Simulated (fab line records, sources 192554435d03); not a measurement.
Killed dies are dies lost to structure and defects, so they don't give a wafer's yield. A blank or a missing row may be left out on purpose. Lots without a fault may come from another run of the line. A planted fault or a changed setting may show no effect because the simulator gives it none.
Which tool did it? | flow n5_finfet | 24 lots, 72 wafers sampled, at 6 steps of a route of 1938

WHAT THE GAUGES READ, wafer by wafer
N5_START_INSPECT_01: inspects for defects (unpatterned scan). Usual: raw_defect_count 5.6, standard deviation 2.4.
lot  | measured    | on                | raw_defect_count | flag
L074 | day 1 12:02 | defect_inspect-02 | 3 8 5            |
L075 | day 1 18:02 | defect_inspect-02 | 5 4 5            |
L076 | day 2 00:02 | defect_inspect-01 | 5 9 3            |
L077 | day 2 06:02 | defect_inspect-01 | 8 5 4            |
L078 | day 2 12:02 | defect_inspect-02 | 6 4 2            |
L079 | day 2 18:02 | defect_inspect-02 | 7 3 8            |
L080 | day 3 00:02 | defect_inspect-02 | 4 10 8           |
L081 | day 3 06:02 | defect_inspect-01 | 5 2 5            |
L082 | day 3 12:02 | defect_inspect-02 | 5 7 3            |
L083 | day 3 18:02 | defect_inspect-01 | 5 9 12           |
L084 | day 4 00:02 | defect_inspect-01 | 3 7 5            |
L085 | day 4 06:02 | defect_inspect-02 | 11 2 2           |
L086 | day 4 12:02 | defect_inspect-02 | 3 9 3            |
L087 | day 4 18:02 | defect_inspect-02 | 5 6 1            |
L088 | day 5 00:02 | defect_inspect-01 | 6 7 4            |
L089 | day 5 06:02 | defect_inspect-01 | 6 6 3            |
L090 | day 5 12:02 | defect_inspect-01 | 6 11 9           |
L091 | day 5 18:02 | defect_inspect-02 | 3 3 7            |
L092 | day 6 00:02 | defect_inspect-01 | 4 5 3            |
L093 | day 6 06:02 | defect_inspect-01 | 4 7 2            |
L094 | day 6 12:02 | defect_inspect-02 | 3 6 4            |
L095 | day 6 18:02 | defect_inspect-02 | 4 7 5            |
L096 | day 7 00:02 | defect_inspect-02 | 4 6 3            |
L097 | day 7 06:02 | defect_inspect-01 | 6 6 5            |

N5_STI_FIN_REVEAL_CD_MEAS_22: target cd 6.238 nm, pitch 28 nm. Usual: cd_nm 6.30 nm, standard deviation 0.28.
lot  | measured    | on        | cd_nm (nm)     | flag
L074 | day 2 14:14 | cd_sem-01 | 6.90 6.86 6.24 |
L075 | day 3 02:17 | cd_sem-02 | 6.59 6.04 6.72 |
L076 | day 3 03:40 | cd_sem-03 | 6.33 6.23 6.95 |
L077 | day 3 09:23 | cd_sem-01 | 6.79 6.40 6.11 |
L078 | day 3 14:26 | cd_sem-01 | 6.41 6.49 6.26 |
L079 | day 3 19:53 | cd_sem-01 | 5.88 6.26 6.90 |
L080 | day 4 00:32 | cd_sem-03 | 6.47 5.64 5.99 |
L081 | day 4 07:46 | cd_sem-03 | 6.34 6.42 6.57 |
L082 | day 4 13:12 | cd_sem-01 | 6.52 6.24 6.59 |
L083 | day 4 19:52 | cd_sem-03 | 6.11 6.30 6.39 |
L084 | day 5 04:51 | cd_sem-02 | 6.33 6.34 6.31 |
L085 | day 5 07:44 | cd_sem-03 | 6.22 6.51 5.98 |
L086 | day 5 13:20 | cd_sem-03 | 6.18 6.06 6.43 |
L087 | day 5 20:59 | cd_sem-02 | 6.34 6.10 6.14 |
L088 | day 6 02:22 | cd_sem-02 | 6.33 6.50 6.86 |
L089 | day 6 06:57 | cd_sem-01 | 6.85 6.48 5.96 |
L090 | day 6 12:53 | cd_sem-03 | 6.30 6.12 5.91 |
L091 | day 6 18:31 | cd_sem-01 | 6.64 6.28 6.24 |
L092 | day 7 00:57 | cd_sem-01 | 6.42 5.99 6.15 |
L093 | day 7 07:35 | cd_sem-01 | 6.95 6.22 6.08 |
L094 | day 7 12:14 | cd_sem-03 | 6.46 6.14 6.44 |
L095 | day 7 20:26 | cd_sem-02 | 6.65 5.94 5.79 |
L096 | day 8 01:25 | cd_sem-01 | 6.72 6.41 5.98 |
L097 | day 8 07:59 | cd_sem-03 | 6.23 6.09 6.48 |

N5_DUMMY_GATE_CD_MEAS_15: target cd 25.8 nm. Usual: cd_nm 25.10 nm, standard deviation 0.28.
lot  | measured    | on        | cd_nm (nm)        | flag
L074 | day 3 01:49 | cd_sem-03 | 24.93 24.99 25.30 |
L075 | day 3 10:53 | cd_sem-01 | 24.73 24.63 24.88 |
L076 | day 3 12:47 | cd_sem-01 | 25.15 25.07 25.29 |
L077 | day 3 18:57 | cd_sem-03 | 25.24 24.93 24.86 |
L078 | day 3 23:43 | cd_sem-02 | 25.11 25.21 25.27 |
L079 | day 4 04:29 | cd_sem-01 | 25.29 24.92 25.35 |
L080 | day 4 09:07 | cd_sem-03 | 25.00 25.05 24.79 |
L081 | day 4 16:38 | cd_sem-01 | 25.24 25.26 24.86 |
L082 | day 5 00:25 | cd_sem-03 | 25.17 25.21 25.40 |
L083 | day 5 04:44 | cd_sem-02 | 25.35 25.14 25.02 |
L084 | day 5 13:56 | cd_sem-01 | 24.80 24.10 24.94 |
L085 | day 5 16:47 | cd_sem-01 | 25.39 25.34 25.74 |
L086 | day 5 21:59 | cd_sem-01 | 25.10 25.03 25.02 |
L087 | day 6 05:42 | cd_sem-01 | 25.06 24.96 25.45 |
L088 | day 6 11:01 | cd_sem-02 | 24.96 25.46 25.29 |
L089 | day 6 15:42 | cd_sem-03 | 24.93 25.18 25.56 |
L090 | day 7 01:23 | cd_sem-03 | 24.92 25.36 25.14 |
L091 | day 7 03:07 | cd_sem-01 | 24.65 25.13 25.05 |
L092 | day 7 11:29 | cd_sem-01 | 25.43 25.16 24.61 |
L093 | day 7 16:53 | cd_sem-02 | 25.27 24.61 24.66 |
L094 | day 7 20:57 | cd_sem-01 | 25.24 25.61 25.56 |
L095 | day 8 05:40 | cd_sem-02 | 25.15 25.04 24.85 |
L096 | day 8 09:59 | cd_sem-03 | 24.95 24.84 25.06 |
L097 | day 8 17:05 | cd_sem-03 | 25.04 25.12 24.94 |

WHICH TOOL RAN EACH LOT (tool, then ch and the chambers of the sampled wafers, then the start)
lot  | N5_FIN_SAQP_MANDREL_ETCH_58     | N5_FIN_SAQP_SPACER2_ALD_28       | N5_STI_FIN_REVEAL_STRIP_24
L074 | rie_si-04 ch 1,2, day 2 02:06   | ald_sin-04 ch 1,2,3, day 2 02:56 | rie_diel-05 ch 2,3, day 2 11:22
L075 | rie_si-04 ch 0,1, day 2 13:38   | ald_sin-04 ch 0,1, day 2 14:28   | rie_diel-05 ch 1,2,3, day 2 23:25
L076 | rie_si-01 ch 0,3, day 2 14:15   | ald_sin-02 ch 2,3, day 2 15:05   | rie_diel-06 ch 0,2,3, day 3 00:37
L077 | rie_si-03 ch 0,2, day 2 21:26   | ald_sin-04 ch 1,2,3, day 2 22:16 | rie_diel-06 ch 2,3, day 3 06:31
L078 | rie_si-04 ch 0,1,3, day 3 01:14 | ald_sin-04 ch 0,1,3, day 3 02:04 | rie_diel-01 ch 0,2,3, day 3 10:59
L079 | rie_si-01 ch 0,1,3, day 3 06:52 | ald_sin-03 ch 1,2,3, day 3 07:41 | rie_diel-01 ch 0,2,3, day 3 17:00
L080 | rie_si-04 ch 0,2, day 3 12:12   | ald_sin-03 ch 0,1,3, day 3 13:19 | rie_diel-06 ch 0,1,2, day 3 21:39
L081 | rie_si-03 ch 0,1,3, day 3 19:24 | ald_sin-03 ch 0,3, day 3 20:15   | rie_diel-05 ch 1,2,3, day 4 04:52
L082 | rie_si-03 ch 1,2,3, day 4 00:28 | ald_sin-03 ch 0,1,3, day 4 01:18 | rie_diel-05 ch 0,2,3, day 4 10:13
L083 | rie_si-03 ch 1,2, day 4 07:39   | ald_sin-04 ch 0,1,3, day 4 08:29 | rie_diel-01 ch 0,3, day 4 16:59
L084 | rie_si-01 ch 1,2, day 4 14:52   | ald_sin-02 ch 0,2, day 4 16:26   | rie_diel-05 ch 1,2, day 5 01:57
L085 | rie_si-01 ch 2,3, day 4 18:19   | ald_sin-02 ch 1,3, day 4 19:48   | rie_diel-01 ch 1,2, day 5 04:51
L086 | rie_si-01 ch 2,3, day 5 00:18   | ald_sin-02 ch 1,3, day 5 01:11   | rie_diel-05 ch 2,3, day 5 10:28
L087 | rie_si-01 ch 0,1, day 5 08:28   | ald_sin-03 ch 0,1, day 5 09:33   | rie_diel-01 ch 0,1,2, day 5 18:07
L088 | rie_si-04 ch 0,1,2, day 5 14:00 | ald_sin-03 ch 0,3, day 5 14:50   | rie_diel-01 ch 1,3, day 5 23:29
L089 | rie_si-01 ch 2,3, day 5 18:24   | ald_sin-03 ch 0,1,2, day 5 19:28 | rie_diel-06 ch 2,3, day 6 04:04
L090 | rie_si-04 ch 1,2, day 6 00:47   | ald_sin-03 ch 1,2, day 6 01:37   | rie_diel-05 ch 0,1,3, day 6 10:00
L091 | rie_si-04 ch 1,2, day 6 05:58   | ald_sin-03 ch 1,2,3, day 6 06:48 | rie_diel-06 ch 0,1,3, day 6 15:37
L092 | rie_si-03 ch 0,1,3, day 6 12:27 | ald_sin-03 ch 0,1, day 6 13:42   | rie_diel-01 ch 1,2, day 6 22:03
L093 | rie_si-03 ch 1,2,3, day 6 18:45 | ald_sin-02 ch 0,1, day 6 19:35   | rie_diel-01 ch 0,1,2, day 7 04:42
L094 | rie_si-04 ch 0,1,3, day 6 23:46 | ald_sin-04 ch 1,2,3, day 7 00:38 | rie_diel-01 ch 0,2,3, day 7 08:58
L095 | rie_si-03 ch 0,3, day 7 06:54   | ald_sin-03 ch 1,2,3, day 7 08:27 | rie_diel-01 ch 0,2,3, day 7 17:20
L096 | rie_si-04 ch 2,3, day 7 13:21   | ald_sin-03 ch 1,2,3, day 7 14:17 | rie_diel-01 ch 0,2, day 7 22:31
L097 | rie_si-01 ch 0,1,2, day 7 19:17 | ald_sin-02 ch 0,3, day 7 20:07   | rie_diel-06 ch 1,2, day 8 05:05
- N5_FIN_SAQP_MANDREL_ETCH_58: etches a-Si in HBr/Cl2, stops on SiNx, target depth 45 nm, bt time 10 s, time 27 s.
- N5_FIN_SAQP_SPACER2_ALD_28: deposits SiO2, target thk 8.1 nm, pulse time 1 s, purge time 2 s.
- N5_STI_FIN_REVEAL_STRIP_24: strips in N2/H2, time 90 s.

WHAT THE TOOLS THEMSELVES READ (means of the sampled wafers that have a number; where no wafer has one, the mark that the record gives instead)
N5_FIN_SAQP_MANDREL_ETCH_58. Usual: drypump_motor_current_A 5.6 A, standard deviation 0.47; oes_product_au 0.701 a.u., standard deviation 0.014; throttle_valve_pct 35.5 %, standard deviation 0.33.
lot  | tool      | drypump_motor_current_A (A) | oes_product_au (a.u.) | throttle_valve_pct (%) | flag
L074 | rie_si-04 | 5.2                         | 0.704                 | 35.1                   |
L075 | rie_si-04 | 5.6                         | 0.705                 | 35.6                   |
L076 | rie_si-01 | 5.3                         | 0.694                 | 35.6                   |
L077 | rie_si-03 | 5.7                         | 0.693                 | 35.3                   |
L078 | rie_si-04 | 5.5                         | 0.703                 | 35.3                   |
L079 | rie_si-01 | 5.6                         | 0.704                 | 35.5                   |
L080 | rie_si-04 | 5.7                         | 0.702                 | 35.6                   |
L081 | rie_si-03 | 6.0                         | 0.707                 | 35.6                   |
L082 | rie_si-03 | 6.1                         | 0.716                 | 35.7                   |
L083 | rie_si-03 | 6.1                         | 0.690                 | 35.9                   |
L084 | rie_si-01 | 5.5                         | 0.706                 | 35.8                   |
L085 | rie_si-01 | 5.0                         | 0.685                 | 35.7                   |
L086 | rie_si-01 | 5.1                         | 0.700                 | 35.8                   |
L087 | rie_si-01 | 6.2                         | 0.700                 | 35.5                   |
L088 | rie_si-04 | 5.4                         | 0.703                 | 35.3                   |
L089 | rie_si-01 | 5.0                         | 0.689                 | 35.7                   |
L090 | rie_si-04 | 5.2                         | 0.691                 | 35.2                   |
L091 | rie_si-04 | 5.2                         | 0.698                 | 35.2                   |
L092 | rie_si-03 | 6.0                         | 0.691                 | 35.6                   |
L093 | rie_si-03 | 6.1                         | 0.705                 | 35.7                   |
L094 | rie_si-04 | 5.5                         | 0.702                 | 35.3                   |
L095 | rie_si-03 | 6.1                         | 0.711                 | 35.4                   |
L096 | rie_si-04 | 5.2                         | 0.697                 | 35.0                   |
L097 | rie_si-01 | 5.8                         | 0.711                 | 35.6                   |

N5_FIN_SAQP_SPACER2_ALD_28. Usual: chamber_pressure_Torr 2.001 Torr, standard deviation 0.0045; heater_power_w 483 W, standard deviation 36; precursor_pulse_height_rel 1.003, standard deviation 0.02.
lot  | tool       | chamber_pressure_Torr (Torr) | heater_power_w (W) | precursor_pulse_height_rel | flag
L074 | ald_sin-04 | 2.004                        | 467                | 0.986                      |
L075 | ald_sin-04 | 2.000                        | 465                | 1.005                      |
L076 | ald_sin-02 | 1.997                        | 458                | 1.029                      |
L077 | ald_sin-04 | 2.002                        | 461                | 1.030                      |
L078 | ald_sin-04 | 2.004                        | 472                | 1.017                      |
L079 | ald_sin-03 | 2.005                        | 489                | 1.013                      |
L080 | ald_sin-03 | 2.006                        | 502                | 0.993                      |
L081 | ald_sin-03 | 2.002                        | 530                | 0.988                      |
L082 | ald_sin-03 | 2.001                        | 496                | 1.002                      |
L083 | ald_sin-04 | 1.997                        | 477                | 1.007                      |
L084 | ald_sin-02 | 1.999                        | 449                | 0.999                      |
L085 | ald_sin-02 | 1.995                        | 445                | 0.999                      |
L086 | ald_sin-02 | 2.002                        | 459                | 0.992                      |
L087 | ald_sin-03 | 2.001                        | 475                | 1.002                      |
L088 | ald_sin-03 | 2.003                        | 534                | 0.979                      |
L089 | ald_sin-03 | 2.000                        | 492                | 0.987                      |
L090 | ald_sin-03 | 2.003                        | 484                | 0.991                      |
L091 | ald_sin-03 | 2.000                        | 480                | 1.016                      |
L092 | ald_sin-03 | 2.003                        | 485                | 0.994                      |
L093 | ald_sin-02 | 2.001                        | 446                | 1.009                      |
L094 | ald_sin-04 | 1.999                        | 466                | 0.999                      |
L095 | ald_sin-03 | 1.998                        | 495                | 1.010                      |
L096 | ald_sin-03 | 1.999                        | 485                | 1.006                      |
L097 | ald_sin-02 | 1.999                        | 447                | 1.020                      |

N5_STI_FIN_REVEAL_STRIP_24. Usual: drypump_motor_current_A 5.6 A, standard deviation 0.55; oes_product_au 0.77 a.u., standard deviation 0.076; rf_vpp_V 45.2 V, standard deviation 0.84; showerhead_plenum_p_Torr 3.36 Torr, standard deviation 0.083; throttle_valve_pct 12.23 %, standard deviation 0.29.
lot  | tool        | drypump_motor_current_A (A) | oes_product_au (a.u.) | rf_vpp_V (V) | showerhead_plenum_p_Torr (Torr) | throttle_valve_pct (%) | flag
L074 | rie_diel-05 | 5.8                         | 0.71                  | 45.4         | 3.50                            | 12.33                  |
L075 | rie_diel-05 | 5.8                         | 0.73                  | 44.5         | 3.44                            | 12.37                  |
L076 | rie_diel-06 | 5.9                         | 0.75                  | 44.9         | 3.29                            | 12.33                  |
L077 | rie_diel-06 | 6.3                         | 0.72                  | 45.4         | 3.24                            | 12.39                  |
L078 | rie_diel-01 | 5.5                         | 0.82                  | 45.0         | 3.36                            | 12.04                  |
L079 | rie_diel-01 | 5.5                         | 0.83                  | 45.3         | 3.36                            | 12.05                  |
L080 | rie_diel-06 | 5.7                         | 0.77                  | 45.4         | 3.29                            | 12.24                  |
L081 | rie_diel-05 | 5.8                         | 0.72                  | 45.5         | 3.44                            | 12.39                  |
L082 | rie_diel-05 | 5.9                         | 0.79                  | 46.0         | 3.43                            | 12.20                  |
L083 | rie_diel-01 | 5.0                         | 0.80                  | 45.5         | 3.31                            | 12.24                  |
L084 | rie_diel-05 | 5.7                         | 0.71                  | 44.5         | 3.38                            | 12.36                  |
L085 | rie_diel-01 | 6.0                         | 0.84                  | 45.4         | 3.41                            | 11.79                  |
L086 | rie_diel-05 | 5.9                         | 0.71                  | 45.2         | 3.49                            | 12.47                  |
L087 | rie_diel-01 | 5.5                         | 0.82                  | 44.2         | 3.36                            | 11.97                  |
L088 | rie_diel-01 | 5.1                         | 0.74                  | 45.3         | 3.38                            | 12.24                  |
L089 | rie_diel-06 | 6.2                         | 0.69                  | 44.7         | 3.22                            | 12.45                  |
L090 | rie_diel-05 | 6.0                         | 0.78                  | 44.5         | 3.37                            | 12.27                  |
L091 | rie_diel-06 | 5.3                         | 0.75                  | 45.3         | 3.29                            | 12.41                  |
L092 | rie_diel-01 | 6.0                         | 0.82                  | 45.2         | 3.41                            | 11.83                  |
L093 | rie_diel-01 | 5.5                         | 0.81                  | 45.8         | 3.36                            | 12.00                  |
L094 | rie_diel-01 | 5.5                         | 0.79                  | 43.8         | 3.35                            | 12.14                  |
L095 | rie_diel-01 | 5.5                         | 0.78                  | 45.9         | 3.34                            | 12.15                  |
L096 | rie_diel-01 | 5.9                         | 0.83                  | 44.3         | 3.36                            | 11.86                  |
L097 | rie_diel-06 | 6.0                         | 0.71                  | 45.4         | 3.22                            | 12.40                  |

THE ANSWER, worked out from the rows above alone
Rule: a lot is off if the mean of its wafers that have a number lies more than 3 standard deviations from the usual mean. A lot without any number at a reading at which 4 lots or more have one is off too. The other lots that the step has rows for count as sound. The gauges are gone through in route order, then the tools' own readings, and for those a lot's mean is taken as printed above. The first step at which some lot is off is used, and at that step the reading that is off furthest; a lot without a number counts as furthest.
No lot is off at any reading shown: from this, nothing can be told.

WHAT THE SIMULATOR HAD PUT IN
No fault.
